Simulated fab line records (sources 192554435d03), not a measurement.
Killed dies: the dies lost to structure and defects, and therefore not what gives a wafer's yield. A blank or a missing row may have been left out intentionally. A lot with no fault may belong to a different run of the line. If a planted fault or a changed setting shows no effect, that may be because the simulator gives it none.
Struck lot and sound lot, side by side + flow n5Finfet + 15 steps out of a route of 1938
Sound: these wafers, L299.2, L299.5, L299.6. Struck: wafer L305.4. (L305.2 of the same lot was not struck and is left out.) The cause comes at the end.
Order at every step that has rows: each side's tool, ch and its chambers, its first start. Under that, the readings that differ: sound wafers + struck wafers + difference of the means + sigmas: that difference in standard deviations of wafers without a fault.
alike: same words and numbers on both sides, and readings whose means sit less than 2 such deviations apart. not compared: any withheld reading, any reading some wafer has no value for, any bound like >300 that may hide the same value, and any number with overlapping values for which the record gives no deviation.
Wherever a step has rows on one side only, a row that says differs or no value, or a row with sigmas, the two part there. Numbers that don't overlap but have no deviation are shown without sigmas and don't part them. A reading missing from all wafers of one side parts the sides only when that side holds two or more wafers.

first, 4 steps without rows for these wafers: N5_BEOL_M2_SOFTBAKE_23 (time 60 s); N5_BEOL_M2_EXPOSE_25 (exposes mask V1, defocus 5 nm); N5_BEOL_M2_PEB_26 (peb time 60 s); N5_BEOL_M2_DEVELOP_27 (develop time 30 s).
N5_BEOL_M2_CD_MEAS_28: target cd 26.2 nm, target cd y 24.1 nm.
  sound on cdSem-01 ch 0, day 8 08:53; struck on cdSem-01 ch 0, day 9 18:05
  alike: cdNm
N5_BEOL_M2_OVL_MEAS_29:
  sound on overlay-02 ch 0, day 8 08:56; struck on overlay-02 ch 0, day 9 18:07
  alike: V1_OVL
N5_BEOL_M2_INSPECT_30: inspects for defects (brightfield).
  struck on defectInspect-01, day 9 18:10; sound on defectInspect-02, day 8 08:59
  alike: rawDefectCount
N5_BEOL_M2_DESCUM_33: chemistry O2, time 7 s.
  sound on rieDiel-05 ch 1,2,3, day 8 09:01; struck on rieDiel-02 ch 3, day 9 18:12
| reading             | sound          | struck | difference | sigmas |
|---------------------|----------------|--------|------------|--------|
| oesProductAu (a.u.) | 0.71 0.70 0.71 | 0.91   | +0.20      | +2     |
  alike: drypumpMotorCurrentA, rfVppV, showerheadPlenumPTorr, throttleValvePct
  not compared: rfHoursCounterH
N5_BEOL_M2_ETCH_77: etches underlayer in N2/H2, target depth 6.5 nm, time 5.2 s.
  sound on rieDiel-05 ch 1,2,3, day 8 09:03; struck on rieDiel-02 ch 3, day 9 18:14
| reading             | sound          | struck | difference | sigmas |
|---------------------|----------------|--------|------------|--------|
| oesProductAu (a.u.) | 0.63 0.60 0.61 | 0.77   | +0.16      | +2     |
  alike: drypumpMotorCurrentA, etchRfOnTimeS, rfVppV, showerheadPlenumPTorr, throttleValvePct
  not compared: rfHoursCounterH
N5_BEOL_M2_ETCH_69: etches SiARC in CF4, target depth 15.6 nm, time 26 s.
  sound on rieDiel-05 ch 1,2,3, day 8 09:04; struck on rieDiel-02 ch 3, day 9 18:15
| reading             | sound          | struck | difference | sigmas |
|---------------------|----------------|--------|------------|--------|
| oesProductAu (a.u.) | 0.62 0.61 0.61 | 0.77   | +0.16      | +2     |
  alike: drypumpMotorCurrentA, etchRfOnTimeS, rfVppV, showerheadPlenumPTorr, throttleValvePct
  not compared: rfHoursCounterH
N5_BEOL_M2_ALD_98: deposits SiO2, target thk 2.5 nm, pulse time 1 s, co reactant pulse time 1 s.
  sound on aldSin-01 ch 2,3, day 8 09:20; struck on aldSin-04 ch 3, day 9 18:36
  alike: heaterPowerW, precursorPulseHeightRel
N5_BEOL_M2_ETCHBACK_99: etches SiO2 in CHF3, target depth 5 nm, time 10.4 s.
  sound on rieDiel-02 ch 0,2,3, day 8 10:10; struck on rieDiel-02 ch 1, day 10 00:14
  alike: drypumpMotorCurrentA, oesProductAu, rfVppV, showerheadPlenumPTorr, throttleValvePct
  not compared: rfHoursCounterH
N5_BEOL_M2_ETCH_70: etches SOC in N2/H2, target depth 80 nm, overetch 24 nm, time 130 s.
  sound on rieDiel-02 ch 0,2,3, day 8 10:11; struck on rieDiel-02 ch 1, day 10 00:17
| reading                                   | sound             | struck | difference | sigmas |
|-------------------------------------------|-------------------|--------|------------|--------|
| runLengthS (s)                            | 153.3 153.2 152.9 | 144.3  | -8.8       | -22    |
| model.SiARC_of_BEOL_M2_COAT_68.thkNm (nm) | 5.8 5.6 5.8       | 6.4    | +0.7       |        |
  alike: drypumpMotorCurrentA, oesProductAu, rfVppV, showerheadPlenumPTorr, throttleValvePct
  not compared: rfHoursCounterH
then, 1 step without rows for these wafers: N5_BEOL_M2_STRIP_71 (strips in N2/H2).
N5_BEOL_M4_RC_MEAS_101:
  sound on prober-01 ch 0, day 10 13:51; struck on prober-01 ch 0, day 11 09:08
| reading       | sound          | struck | difference | sigmas |
|---------------|----------------|--------|------------|--------|
| SS_N (mV/dec) | 72.0 71.5 72.2 | 70.1   | -1.8       | -3     |
| SS_P (mV/dec) | 73.5 72.5 73.8 | 71.7   | -1.6       | -2     |
| VT_N (mV)     | 251 252 246    | 257    | +7         | +2     |
  alike: DIBL_N, DIBL_P, IOFF_N, IOFF_P, ION_N, ION_P, VT_P

## WHERE THEY PART
Last at N5_BEOL_M4_RC_MEAS_101 as far as this record goes, first at N5_BEOL_M2_DESCUM_33.

WHY: what the simulator had put in
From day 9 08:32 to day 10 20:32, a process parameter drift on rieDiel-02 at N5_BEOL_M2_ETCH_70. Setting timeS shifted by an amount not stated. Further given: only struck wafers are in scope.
